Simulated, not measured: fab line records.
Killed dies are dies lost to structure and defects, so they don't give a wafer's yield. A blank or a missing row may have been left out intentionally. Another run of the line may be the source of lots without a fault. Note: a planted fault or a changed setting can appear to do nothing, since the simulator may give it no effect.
fab line records	flow nandHarc
record: lots: 14	wafers: 42	lastDay: 24
route steps=1159 shown A_START@389 A_SOURCE_PLATE@420 A_ONON_D1@424 END@1159
lots with no fault: from the same line, run without faults
startH: hours from the record's opening day to when the first of the lot's shown wafers began	waitH: time in hours since the lot's previous step	" as in the row above	L1.1+2: a single row standing in for several wafers	- no value, or no start was given	* or withheld: withheld	< > ~ a bound
route shown NAME@n: names a module that has steps shown in the file, with the first one's number in the route	usual: average and standard deviation across the fault-free wafers	same: alike in all rows	chamber/n: place in a boat	sites: the reading at each site	_std_site: the standard deviation of these	_edge_site: the outer-site mean with the inner-site mean subtracted	radiusMm: how far each site lies from the wafer's centre	mask NAME#n: copy n	behind: tool/chamber where the wafer was last shaped	hold: why the lot went on hold/how many hours it stayed there/how the hold came to an end	device: whichever transistor did not switch (one of n, p or np)	end of line: the route-end tests of the same wafers	a step with no rows: only its recipe	killed: the dies lost at the first sort to structure and to defects; this is not the yield of the wafer	map: dies across one wafer; x = killed, . = not, _ = none there
set.NAME: the setting as run; set.NAME@STEP: as run at that earlier step	model.NAME: the simulator's own value behind a step, which no gauge read
steps of the route over a sample of lots; a table a step, a row a wafer
services: when a tool's chamber went out of use (startH, in hours from the record's first day, below 0 if earlier), for how many hours, and the reason
== steps ==
step: NHARC_A_START_INSPECT_01
usual: rawDefectCount: 3.7/2.1
lot.wafer	tool	chamber	startH	waitH	rawDefectCount
L829.1	defectInspect-02	-	127.28	-	3
L829.5	"	-	"	"	7
L829.6	"	-	"	"	2
L830.1	defectInspect-01	-	137.48	-	3
L830.2	"	-	"	"	3
L830.4	"	-	"	"	5
L832.1	defectInspect-02	-	150.74	-	2
L832.5	"	-	"	"	4
L832.6	"	-	"	"	3
L831.2	defectInspect-02	-	151.54	-	5
L831.4	"	-	"	"	3
L831.6	"	-	"	"	7
L834.1	defectInspect-02	-	161.28	-	7
L834.2	"	-	"	"	3
L834.3	"	-	"	"	8
L837.1	defectInspect-01	-	181.74	-	4
L837.3	"	-	"	"	4
L837.6	"	-	"	"	3
L836.1	defectInspect-02	-	182.19	-	1
L836.5	"	-	"	"	6
L836.6	"	-	"	"	4
L838.4	defectInspect-01	-	189.53	-	3
L838.5	"	-	"	"	1
L838.6	"	-	"	"	2
L842.1	defectInspect-01	-	221.88	-	3
L842.4	"	-	"	"	5
L842.6	"	-	"	"	7
L846.1	defectInspect-01	-	231.46	-	3
L846.3	"	-	"	"	3
L846.6	"	-	"	"	5
L845.1	defectInspect-01	-	231.58	-	2
L845.5	"	-	"	"	2
L845.6	"	-	"	"	2
L848.1	defectInspect-01	-	250.70	-	5
L848.2	"	-	"	"	5
L848.4	"	-	"	"	3
L850.1	defectInspect-02	-	251.98	-	2
L850.5	"	-	"	"	2
L850.6	"	-	"	"	4
L851.3	defectInspect-02	-	261.77	-	4
L851.4	"	-	"	"	2
L851.6	"	-	"	"	2
step: NHARC_A_SOURCE_PLATE_THK_MEAS_06
recipe: thkMeasGauge: ellipsometry
usual: thkNm: 200.2/2.4
lot.wafer	tool	chamber	startH	waitH	thkNm
L829.1	filmMetro-01	-	150.96	0.4	199.7
L829.5	"	-	"	"	198.8
L829.6	"	-	"	"	199.2
L830.1	filmMetro-02	-	161.93	0.4	200.8
L830.2	"	-	"	"	198.5
L830.4	"	-	"	"	202.0
L832.1	filmMetro-01	-	174.27	0.4	199.0
L832.5	"	-	"	"	198.2
L832.6	"	-	"	"	202.5
L831.2	filmMetro-02	-	174.28	0.4	201.8
L831.4	"	-	"	"	202.5
L831.6	"	-	"	"	201.4
L834.1	filmMetro-02	-	183.00	0.4	201.9
L834.2	"	-	"	"	203.9
L834.3	"	-	"	"	202.9
L836.1	filmMetro-02	-	203.19	0.4	201.3
L836.5	"	-	"	"	198.6
L836.6	"	-	"	"	201.5
L837.1	filmMetro-01	-	203.19	0.4	198.9
L837.3	"	-	"	"	200.7
L837.6	"	-	"	"	199.3
L838.4	filmMetro-01	-	213.45	0.4	199.7
L838.5	"	-	"	"	203.4
L838.6	"	-	"	"	201.6
L842.1	filmMetro-01	-	246.84	0.4	190.6
L842.4	"	-	"	"	198.1
L842.6	"	-	"	"	195.5
L845.1	filmMetro-02	-	254.35	0.4	202.3
L845.5	"	-	"	"	203.5
L845.6	"	-	"	"	203.4
L846.1	filmMetro-02	-	254.37	0.4	200.8
L846.3	"	-	"	"	197.6
L846.6	"	-	"	"	197.0
L848.1	filmMetro-02	-	273.62	0.4	196.9
L848.2	"	-	"	"	197.6
L848.4	"	-	"	"	196.3
L850.1	filmMetro-01	-	273.62	0.4	197.7
L850.5	"	-	"	"	197.7
L850.6	"	-	"	"	199.3
L851.3	filmMetro-02	-	284.23	0.4	201.4
L851.4	"	-	"	"	200.8
L851.6	"	-	"	"	202.5
step: NHARC_A_ONON_D1_DEP_00
recipe: targetThkA: 10000	n2FlowSccm: 2750	n2oFlowSccm: 2000	nh3FlowSccm: 500	sih4FlowSccm: 210	tempC: 400
lot.wafer	tool	chamber	startH	waitH
L829.1+5+6	pecvdOnon-02	0	151.11	0.1
L830.1+2+4	pecvdOnon-04	0	162.10	0.1
L832.1+5+6	pecvdOnon-03	0	174.42	0.1
L831.2+4+6	pecvdOnon-02	0	174.49	0.1
L834.1+2+3	pecvdOnon-02	0	183.13	0.1
L836.1+5+6	pecvdOnon-02	0	203.34	0.1
L837.1+3+6	pecvdOnon-04	0	203.35	0.1
L838.4+5+6	pecvdOnon-04	0	213.81	0.3
L842.1+4+6	pecvdOnon-02	0	246.99	0.1
L845.1+5+6	pecvdOnon-04	0	254.51	0.1
L846.1+3+6	pecvdOnon-02	0	254.52	0.1
L848.1+2+4	pecvdOnon-04	0	273.75	0.1
L850.1+5+6	pecvdOnon-03	0	273.75	0.1
L851.3+4+6	pecvdOnon-02	0	284.53	0.2
step: NHARC_A_ONON_D1_THK_MEAS_02
recipe: thkMeasGauge: ellipsometry
usual: thkNm: 999/7.8
lot.wafer	tool	chamber	startH	waitH	hold	thkNm
L829.1	filmMetro-02	-	151.62	-	-	998
L829.5	"	-	"	"	-	999
L829.6	"	-	"	"	-	998
L830.1	filmMetro-02	-	162.62	-	-	1006
L830.2	"	-	"	"	-	1006
L830.4	"	-	"	"	-	1006
L832.1	filmMetro-01	-	174.93	-	-	1004
L832.5	"	-	"	"	-	1003
L832.6	"	-	"	"	-	1003
L831.2	filmMetro-02	-	174.96	-	-	1003
L831.4	"	-	"	"	-	1005
L831.6	"	-	"	"	-	1004
L834.1	filmMetro-01	-	183.64	-	-	988
L834.2	"	-	"	"	-	985
L834.3	"	-	"	"	-	986
L836.1	filmMetro-01	-	203.85	-	-	999
L836.5	"	-	"	"	-	1000
L836.6	"	-	"	"	-	1000
L837.1	filmMetro-01	-	203.86	-	-	1003
L837.3	"	-	"	"	-	1003
L837.6	"	-	"	"	-	1002
L838.4	filmMetro-01	-	214.15	-	-	995
L838.5	"	-	"	"	-	996
L838.6	"	-	"	"	-	996
L842.1	filmMetro-02	-	247.52	-	-	993
L842.4	"	-	"	"	-	995
L842.6	"	-	"	"	-	995
L845.1	filmMetro-02	-	255.02	-	awaitDispo/0.2h/release	1297
L845.5	"	-	"	"	awaitDispo/0.2h/release	1296
L845.6	"	-	"	"	awaitDispo/0.2h/release	999
L845.1	filmMetro-02	-	255.19	0.2	-	1296
L845.5	"	-	"	"	-	1295
L845.6	"	-	"	"	-	997
L846.1	filmMetro-02	-	255.04	-	-	989
L846.3	"	-	"	"	-	989
L846.6	"	-	"	"	-	991
L848.1	filmMetro-02	-	274.26	-	awaitDispo/0.2h/release	1288
L848.2	"	-	"	"	awaitDispo/0.2h/release	991
L848.4	"	-	"	"	awaitDispo/0.2h/release	991
L848.1	filmMetro-02	-	274.43	0.2	-	1287
L848.2	"	-	"	"	-	989
L848.4	"	-	"	"	-	992
L850.1	filmMetro-01	-	274.26	-	-	1022
L850.5	"	-	"	"	-	1023
L850.6	"	-	"	"	-	1024
L851.3	filmMetro-02	-	284.92	-	-	999
L851.4	"	-	"	"	-	998
L851.6	"	-	"	"	-	998
step: NHARC_END_SORT_01
recipe: tempC: 25
usual: killedAtArray: 31/12	killedAtOther: 0.6/0.85	killedAtPeriphery: 3.0/2.3	killedDies: 35/12	killedOpen: 3.2/1.9	killedShort: 1.8/1.4
same: grossDies: 677
lot.wafer	tool	chamber	startH	waitH	hold	killedAtArray	killedAtOther	killedAtPeriphery	killedDies	killedOpen	killedShort
L829.1	prober-01	0	437.65	2.5	-	18	0	1	19	5	1
L829.5	prober-01	0	440.90	3.7	-	20	1	0	21	3	0
L829.6	prober-01	0	441.71	4.1	-	24	1	2	27	3	2
L832.1	prober-02	0	445.60	2.5	-	15	0	0	15	3	2
L832.5	prober-02	0	448.78	3.7	-	12	0	1	13	1	2
L832.6	prober-02	0	449.58	4.0	-	14	0	2	16	2	3
L837.1	prober-01	0	482.32	2.5	-	40	3	1	44	2	2
L837.3	prober-01	0	483.95	3.1	-	33	2	2	37	3	0
L837.6	prober-01	0	486.39	4.1	-	50	0	2	52	1	2
L836.1	prober-02	0	500.94	2.5	-	40	0	0	40	0	2
L836.5	prober-02	0	504.14	3.7	-	34	1	4	39	7	2
L836.6	prober-02	0	504.94	4.0	-	39	1	1	41	2	2
L838.4	prober-01	0	503.30	3.4	-	34	0	2	36	4	2
L838.5	prober-01	0	504.09	3.7	-	40	1	3	44	2	1
L838.6	prober-01	0	504.89	4.0	-	32	0	2	34	4	0
L846.1	prober-02	0	533.78	2.5	-	35	1	4	40	4	2
L846.3	prober-02	0	535.35	3.0	-	42	0	2	44	1	2
L846.6	prober-02	0	537.71	3.9	-	38	1	4	43	2	2
L842.1	prober-02	0	541.51	2.5	-	46	0	1	47	5	2
L842.4	prober-02	0	543.91	3.4	-	29	1	3	33	3	3
L842.6	prober-02	0	545.50	4.0	-	38	1	2	41	5	1
L845.1	prober-02	0	549.26	2.5	awaitDispo/4.6h/release	673	1	3	677	2	2
L845.5	prober-02	0	552.51	3.7	awaitDispo/4.6h/release	676	0	1	677	2	0
L845.6	prober-02	0	553.32	4.1	awaitDispo/4.6h/release	29	3	2	34	3	0
L848.1	prober-02	0	557.16	2.5	awaitDispo/1.2h/release	672	0	5	677	2	1
L848.2	prober-02	0	557.95	2.8	awaitDispo/1.2h/release	9	0	2	11	2	1
L848.4	prober-02	0	559.53	3.4	awaitDispo/1.2h/release	23	1	7	31	5	6
killed by level:class
L829.1 A_SLIT:chamberFilmFlake=7 A_STAIRCASE:chamberFilmFlake=3 A_BLC:chamberFilmFlake=2 P_M0:geometricParticle:open=1 A_ONON_D1:geometricParticle:open=1 A_CHANNEL_FILL_D1:geometricParticle:open=1 A_CHANNEL_FILL_D1:geometricParticle:short=1 A_SGD_CUT:geometricParticle:open=1
L829.5 A_SLIT:chamberFilmFlake=12 A_BLC:chamberFilmFlake=3 A_WL_FILL:geometricParticle:open=2 A_WL_FILL:chamberFilmFlake=2 A_CHANNEL_HOLE_D1:geometricParticle:open=1 THIN_TSV:chamberFilmFlake=1
L829.6 A_SLIT:chamberFilmFlake=10 A_BLC:chamberFilmFlake=7 A_CHANNEL_HOLE_D1:chamberFilmFlake=2 P_M0:geometricParticle:open=1 P_M1:geometricParticle:open=1 A_ONON_D1:geometricParticle:short=1 A_ONON_D1:geometricParticle:open=1 A_WL_FILL:geometricParticle:short=1
L832.1 A_STAIRCASE:chamberFilmFlake=3 A_WL_FILL:chamberFilmFlake=3 A_CHANNEL_HOLE_D1:chamberFilmFlake=2 A_CONTACT:chamberFilmFlake=2 A_CHANNEL_FILL_D1:geometricParticle:open=1 A_SGD_CUT:geometricParticle:short=1 A_WL_FILL:geometricParticle:short=1 A_CONTACT:geometricParticle:open=1
L832.5 A_CHANNEL_HOLE_D1:chamberFilmFlake=5 A_CONTACT:chamberFilmFlake=2 A_SGD_CUT:geometricParticle:short=1 A_WL_FILL:geometricParticle:short=1 A_M0:geometricParticle:open=1 P_GATE:chamberFilmFlake=1 A_STAIRCASE:chamberFilmFlake=1 A_SLIT:chamberFilmFlake=1
L832.6 A_CONTACT:chamberFilmFlake=3 A_BLC:chamberFilmFlake=3 A_CHANNEL_FILL_D1:geometricParticle:short=2 A_CONTACT:geometricParticle:open=2 P_GATE:chamberFilmFlake=2 A_CHANNEL_HOLE_D1:geometricParticle:short=1 A_CHANNEL_HOLE_D1:chamberFilmFlake=1 A_STAIRCASE:chamberFilmFlake=1
L837.1 A_SLIT:chamberFilmFlake=15 A_CHANNEL_HOLE_D1:chamberFilmFlake=13 A_CONTACT:chamberFilmFlake=4 THIN_TSV:chamberFilmFlake=3 A_STAIRCASE:chamberFilmFlake=3 A_CHANNEL_FILL_D1:geometricParticle:open=1 A_CHANNEL_FILL_D1:geometricParticle:short=1 A_CONTACT:geometricParticle:short=1
L837.3 A_SLIT:chamberFilmFlake=16 A_CHANNEL_HOLE_D1:chamberFilmFlake=12 P_M2:chamberFilmFlake=2 A_STAIRCASE:chamberFilmFlake=2 A_WL_FILL:geometricParticle:open=1 A_BLC:geometricParticle:open=1 STARTING-WAFER:geometricParticle:open=1 A_CONTACT:chamberFilmFlake=1
L837.6 A_SLIT:chamberFilmFlake=18 A_CHANNEL_HOLE_D1:chamberFilmFlake=17 A_STAIRCASE:chamberFilmFlake=5 A_CONTACT:chamberFilmFlake=5 A_ONON_D1:geometricParticle:short=2 A_ZERO_WELL:chamberFilmFlake=2 P_M2:geometricParticle:open=1 P_STI:chamberFilmFlake=1
L836.1 A_SLIT:chamberFilmFlake=14 A_STAIRCASE:chamberFilmFlake=12 A_CONTACT:chamberFilmFlake=8 A_CHANNEL_HOLE_D1:chamberFilmFlake=3 A_SOURCE_PLATE:geometricParticle:short=1 A_WL_FILL:geometricParticle:short=1 A_WL_FILL:chamberFilmFlake=1
L838.4 A_SLIT:chamberFilmFlake=13 A_CHANNEL_HOLE_D1:chamberFilmFlake=9 A_STAIRCASE:chamberFilmFlake=3 A_CONTACT:chamberFilmFlake=3 P_M2:geometricParticle:open=1 A_CHANNEL_FILL_D1:geometricParticle:open=1 A_SGD_CUT:geometricParticle:open=1 A_SLIT:geometricParticle:short=1
L838.5 A_CHANNEL_HOLE_D1:chamberFilmFlake=16 A_SLIT:chamberFilmFlake=16 A_CONTACT:chamberFilmFlake=3 A_STAIRCASE:chamberFilmFlake=2 P_CONTACT:geometricParticle:open=1 A_ONON_D1:geometricParticle:open=1 A_CONTACT:geometricParticle:short=1 P_ZERO_WELL:chamberFilmFlake=1
L836.5 A_STAIRCASE:chamberFilmFlake=13 A_SLIT:chamberFilmFlake=5 A_CHANNEL_HOLE_D1:chamberFilmFlake=4 A_CONTACT:chamberFilmFlake=4 A_BLC:geometricParticle:open=2 A_M0:geometricParticle:open=2 P_CONTACT:geometricParticle:open=1 P_M2:geometricParticle:open=1
L838.6 A_SLIT:chamberFilmFlake=12 A_CHANNEL_HOLE_D1:chamberFilmFlake=9 A_STAIRCASE:chamberFilmFlake=4 A_CONTACT:geometricParticle:open=2 P_ZERO_WELL:chamberFilmFlake=2 A_WL_FILL:chamberFilmFlake=2 A_WL_FILL:geometricParticle:open=1 A_BLC:geometricParticle:open=1
L836.6 A_STAIRCASE:chamberFilmFlake=14 A_SLIT:chamberFilmFlake=9 A_CHANNEL_HOLE_D1:chamberFilmFlake=5 A_CONTACT:chamberFilmFlake=5 A_ONON_D1:geometricParticle:open=2 A_ONON_D1:geometricParticle:short=2 A_WL_FILL:chamberFilmFlake=2 P_STI:chamberFilmFlake=1
L846.1 A_CHANNEL_HOLE_D1:chamberFilmFlake=19 A_CONTACT:chamberFilmFlake=4 A_BLC:chamberFilmFlake=3 A_SLIT:chamberFilmFlake=3 P_BONDPAD:chamberFilmFlake=2 P_M0:geometricParticle:open=1 A_ONON_D1:geometricParticle:open=1 A_CHANNEL_HOLE_D1:geometricParticle:open=1
L846.3 A_CHANNEL_HOLE_D1:chamberFilmFlake=29 A_BLC:chamberFilmFlake=5 A_SLIT:chamberFilmFlake=3 A_ZERO_WELL:chamberFilmFlake=2 P_M0:geometricParticle:short=1 A_CHANNEL_FILL_D1:geometricParticle:short=1 A_M1:geometricParticle:open=1 P_ZERO_WELL:chamberFilmFlake=1
L846.6 A_CHANNEL_HOLE_D1:chamberFilmFlake=23 A_SLIT:chamberFilmFlake=4 A_BLC:chamberFilmFlake=3 P_BONDPAD:chamberFilmFlake=2 A_STAIRCASE:chamberFilmFlake=2 A_CONTACT:chamberFilmFlake=2 A_SOURCE_PLATE:geometricParticle:short=1 A_ONON_D1:geometricParticle:short=1
L842.1 A_SLIT:chamberFilmFlake=16 A_CHANNEL_HOLE_D1:chamberFilmFlake=12 A_STAIRCASE:chamberFilmFlake=6 A_CONTACT:geometricParticle:open=3 A_CONTACT:geometricParticle:short=2 A_ZERO_WELL:chamberFilmFlake=2 A_CONTACT:chamberFilmFlake=2 A_ONON_D1:geometricParticle:open=1
L842.4 A_SLIT:chamberFilmFlake=13 A_STAIRCASE:chamberFilmFlake=5 A_CHANNEL_HOLE_D1:chamberFilmFlake=4 A_CONTACT:chamberFilmFlake=2 P_GATE:geometricParticle:open=1 P_CONTACT:geometricParticle:short=1 P_M0:geometricParticle:open=1 A_SGD_CUT:geometricParticle:short=1
L842.6 A_SLIT:chamberFilmFlake=17 A_CHANNEL_HOLE_D1:chamberFilmFlake=8 A_STAIRCASE:chamberFilmFlake=6 A_CONTACT:chamberFilmFlake=2 P_STI:geometricParticle:short=1 A_ONON_D1:geometricParticle:open=1 A_CHANNEL_FILL_D1:geometricParticle:open=1 A_SGD_CUT:geometricParticle:open=1
L845.1 A_ONON_D1:areaDep=638 A_SLIT:chamberFilmFlake=20 A_CHANNEL_HOLE_D1:chamberFilmFlake=5 A_STAIRCASE:chamberFilmFlake=5 P_M2:geometricParticle:short=1 A_ONON_D1:geometricParticle:short=1 A_ONON_D1:geometricParticle:open=1 A_SGD_CUT:geometricParticle:open=1
L845.5 A_ONON_D1:areaDep=653 A_SLIT:chamberFilmFlake=13 A_CHANNEL_HOLE_D1:chamberFilmFlake=4 A_CONTACT:geometricParticle:open=2 A_STAIRCASE:chamberFilmFlake=2 P_BONDPAD:chamberFilmFlake=1 A_WL_FILL:chamberFilmFlake=1 A_CONTACT:chamberFilmFlake=1
L845.6 A_SLIT:chamberFilmFlake=14 A_CONTACT:chamberFilmFlake=5 A_CHANNEL_HOLE_D1:chamberFilmFlake=4 THIN_TSV:chamberFilmFlake=3 P_BONDPAD:chamberFilmFlake=2 A_STAIRCASE:chamberFilmFlake=2 A_CONTACT:geometricParticle:open=1 A_BLC:geometricParticle:open=1
L848.1 A_ONON_D1:areaDep=657 A_CHANNEL_HOLE_D1:chamberFilmFlake=7 P_CONTACT:chamberFilmFlake=5 A_CHANNEL_FILL_D1:chamberFilmFlake=2 A_ONON_D1:geometricParticle:open=1 A_M0:geometricParticle:open=1 A_M1:geometricParticle:short=1 A_ZERO_WELL:chamberFilmFlake=1
L848.2 A_CHANNEL_HOLE_D1:chamberFilmFlake=4 A_STAIRCASE:chamberFilmFlake=2 P_M2:geometricParticle:open=1 A_CHANNEL_HOLE_D1:geometricParticle:open=1 A_M1:geometricParticle:short=1 P_CONTACT:chamberFilmFlake=1 A_WL_FILL:chamberFilmFlake=1
L848.4 A_CHANNEL_HOLE_D1:chamberFilmFlake=10 P_CONTACT:chamberFilmFlake=5 A_CHANNEL_FILL_D1:geometricParticle:short=2 A_WL_FILL:geometricParticle:open=2 P_CONTACT:geometricParticle:short=1 P_M1:geometricParticle:open=1 A_SOURCE_PLATE:geometricParticle:open=1 A_STAIRCASE:geometricParticle:short=1
== services ==
tool	chamber	startH	hours	kind
pecvdOnon-04	-	150.76	2.5	repair
pecvdOnon-03	-	153.16	13.0	pm
pecvdOnon-04	-	237.00	13.0	pm
== key ==
firstSign: step: NHARC_A_ONON_D1_THK_MEAS_02	reading: visit	direction: added
effect: step: NHARC_A_ONON_D1_THK_MEAS_02	reading: thkNm	direction: up	sigmas: 38	usual: 999	struck: 1294
effect: step: NHARC_END_SORT_01	reading: killedDies	direction: up	sigmas: 56	usual: 35	struck: 677
moreKillsBornAt: NHARC_A_ONON_D1_DEP_00@pecvdOnon-04: 1948
metAt NHARC_A_ONON_D1_DEP_00
struckLots L845,L848
struckWafers L845.1,L845.5,L848.1
laterRowsLeftOut L845.1,L845.5,L848.1
testerLeftOut L845,L848
notActingAt NHARC_A_START_INSPECT_01,NHARC_A_SOURCE_PLATE_THK_MEAS_06
onsetBetween 213.81 254.51
fault: kind: processParameterDrift	tool: pecvdOnon-04	chamber: -	onsetH: 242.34	steps: NHARC_A_ONON_D1_DEP_00	channel: targetThkA	offset: *	shape: step	endH: 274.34	scope: struckWafersOnly	actsIn: *	stated: *
testerLeftOut: of these lots the tester's yield and bins aren't shown, on N5 and GAA mostly nor the transistor test; their killed dies are dies lost to structure and defects alone, not to doping, threshold or leakage, so they don't give the yield
laterRowsLeftOut: the simulator's readings of these wafers behind a module that went badly wrong aren't trusted and aren't shown, but for the sort
